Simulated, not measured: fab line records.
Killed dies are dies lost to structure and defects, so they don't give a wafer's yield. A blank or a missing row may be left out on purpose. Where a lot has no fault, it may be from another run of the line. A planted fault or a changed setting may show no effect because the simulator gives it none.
Which tool did it? :: flow n5Finfet :: Sampling: 10 lots, 30 wafers, 6 of 1938 route steps

== WHAT THE GAUGES SHOWED, per wafer ==
N5_BEOL_M0_RS_MEAS_126: a four-point-probe measurement.
lot: L075
measured: day 6 11:19
on: filmMetro-02
M0_RS (ohm/sq): 0.556 0.540 0.549

lot: L077
measured: day 6 15:15
on: filmMetro-02
M0_RS (ohm/sq): 0.540 0.502 0.526

lot: L079
measured: day 7 09:27
on: filmMetro-01
M0_RS (ohm/sq): 0.523 0.530 0.524

lot: L080
measured: day 8 09:05
on: filmMetro-02
M0_RS (ohm/sq): 0.569 0.550 0.542

lot: L083
measured: day 8 13:42
on: filmMetro-01
M0_RS (ohm/sq): 0.537 0.531 0.526

lot: L086
measured: day 9 04:58
on: filmMetro-02
M0_RS (ohm/sq): 0.567 0.551 0.539

lot: L089
measured: day 9 17:11
on: filmMetro-01
M0_RS (ohm/sq): 0.535 0.533 0.532

lot: L092
measured: day 10 10:46
on: filmMetro-01
M0_RS (ohm/sq): 0.553 0.543 0.533

lot: L095
measured: day 11 02:29
on: filmMetro-02
M0_RS (ohm/sq): 0.515 0.534 0.501

lot: L096
measured: day 11 10:47
on: filmMetro-01
M0_RS (ohm/sq): 0.555 0.549 0.545

== TOOL THAT RAN EACH LOT (tool first, then ch and the chambers of the sampled wafers, then the start) ==
lot: L075
N5_BEOL_M0_ETCH_138: rieDiel-04 ch 2,3, day 6 04:01
N5_BEOL_M0_STRIP_104: rieDiel-04 ch 0,1,2, day 6 06:53
N5_BEOL_M0_ETCH_128: rieDiel-01 ch 2,3, day 6 07:59
N5_BEOL_M0_ETCH_109: rieDiel-04 ch 0,1,3, day 6 09:14
N5_BEOL_M0_ANNEAL_117: pvdSputter-01, day 6 09:58

lot: L077
N5_BEOL_M0_ETCH_138: rieDiel-04 ch 0,2,3, day 6 10:25
N5_BEOL_M0_STRIP_104: rieDiel-01 ch 1,2,3, day 6 12:28
N5_BEOL_M0_ETCH_128: rieDiel-04 ch 0,1,2, day 6 12:43
N5_BEOL_M0_ETCH_109: rieDiel-04 ch 0,3, day 6 12:58
N5_BEOL_M0_ANNEAL_117: pvdSputter-01, day 6 13:54

lot: L079
N5_BEOL_M0_ETCH_138: rieDiel-04 ch 2,3, day 7 01:31
N5_BEOL_M0_STRIP_104: rieDiel-03 ch 1,2,3, day 7 06:41
N5_BEOL_M0_ETCH_128: rieDiel-04 ch 1,2, day 7 06:48
N5_BEOL_M0_ETCH_109: rieDiel-03 ch 0,3, day 7 07:13
N5_BEOL_M0_ANNEAL_117: pvdSputter-01, day 7 08:08

lot: L080
N5_BEOL_M0_ETCH_138: rieDiel-01 ch 0,2,3, day 8 01:43
N5_BEOL_M0_STRIP_104: rieDiel-03 ch 0,2,3, day 8 03:31
N5_BEOL_M0_ETCH_128: rieDiel-04 ch 1,3, day 8 04:08
N5_BEOL_M0_ETCH_109: rieDiel-03 ch 1,3, day 8 05:02
N5_BEOL_M0_ANNEAL_117: pvdSputter-02, day 8 07:46

lot: L083
N5_BEOL_M0_ETCH_138: rieDiel-03 ch 0,1, day 8 06:41
N5_BEOL_M0_STRIP_104: rieDiel-04 ch 1,2,3, day 8 10:33
N5_BEOL_M0_ETCH_128: rieDiel-01 ch 1,2,3, day 8 10:41
N5_BEOL_M0_ETCH_109: rieDiel-03 ch 0,1, day 8 10:56
N5_BEOL_M0_ANNEAL_117: pvdSputter-01, day 8 12:22

lot: L086
N5_BEOL_M0_ETCH_138: rieDiel-01 ch 0,2, day 8 18:29
N5_BEOL_M0_STRIP_104: rieDiel-04 ch 0,1,2, day 8 22:40
N5_BEOL_M0_ETCH_128: rieDiel-01 ch 1,2,3, day 8 22:47
N5_BEOL_M0_ETCH_109: rieDiel-04 ch 0,1, day 8 23:03
N5_BEOL_M0_ANNEAL_117: pvdSputter-01, day 9 03:38

lot: L089
N5_BEOL_M0_ETCH_138: rieDiel-03 ch 0,3, day 9 10:22
N5_BEOL_M0_STRIP_104: rieDiel-03 ch 1,2, day 9 11:59
N5_BEOL_M0_ETCH_128: rieDiel-04 ch 1,2, day 9 12:07
N5_BEOL_M0_ETCH_109: rieDiel-04 ch 0,1,2, day 9 12:25
N5_BEOL_M0_ANNEAL_117: pvdSputter-02, day 9 15:51

lot: L092
N5_BEOL_M0_ETCH_138: rieDiel-04 ch 0,1, day 10 06:38
N5_BEOL_M0_STRIP_104: rieDiel-04 ch 0,1, day 10 07:01
N5_BEOL_M0_ETCH_128: rieDiel-04 ch 0,2, day 10 07:08
N5_BEOL_M0_ETCH_109: rieDiel-04 ch 1,2, day 10 07:23
N5_BEOL_M0_ANNEAL_117: pvdSputter-01, day 10 08:55

lot: L095
N5_BEOL_M0_ETCH_138: rieDiel-03 ch 1,2,3, day 10 21:17
N5_BEOL_M0_STRIP_104: rieDiel-01 ch 0,3, day 10 23:12
N5_BEOL_M0_ETCH_128: rieDiel-01 ch 0,2,3, day 10 23:19
N5_BEOL_M0_ETCH_109: rieDiel-01 ch 2,3, day 10 23:35
N5_BEOL_M0_ANNEAL_117: pvdSputter-03, day 11 01:10

lot: L096
N5_BEOL_M0_ETCH_138: rieDiel-01 ch 1,2,3, day 11 06:05
N5_BEOL_M0_STRIP_104: rieDiel-03 ch 0,1,3, day 11 07:23
N5_BEOL_M0_ETCH_128: rieDiel-03 ch 0,1,3, day 11 07:32
N5_BEOL_M0_ETCH_109: rieDiel-03 ch 0,2,3, day 11 07:47
N5_BEOL_M0_ANNEAL_117: pvdSputter-03, day 11 09:14
- N5_BEOL_M0_ETCH_138: etches SiCN in CH3F/O2, target depth 12 nm, time 31.6 s.
- N5_BEOL_M0_STRIP_104: strips in N2/H2.
- N5_BEOL_M0_ETCH_128: etches SiCN in CF4/N2, target depth 12 nm, overetch 5.1 nm, time 21.4 s.
- N5_BEOL_M0_ETCH_109: etches SiCN in CH3F/O2, target depth 8 nm, overetch 2.4 nm, time 27.4 s.
- N5_BEOL_M0_ANNEAL_117: time 60 s.

== THE ANSWER, worked out from the rows above alone ==
Rule: what is usual is taken from the lots themselves. The widest of any qualifying gaps counts: lots, ordered by their means at a reading, are off when they make up no more than a third of the lots, leave a main group of 4 or more, and stand apart from it by 3 or more times the standard deviation of that group's means. A main group whose means are all the same, to the digits that the tables above print for the reading, isn't used. Also off: a lot with no number at a reading for which 4 or more lots have one. The other lots that the step has rows for count as sound.
None of the lots is off at any reading shown; this tells nothing.

== WHAT HAD BEEN PUT IN BY THE SIMULATOR ==
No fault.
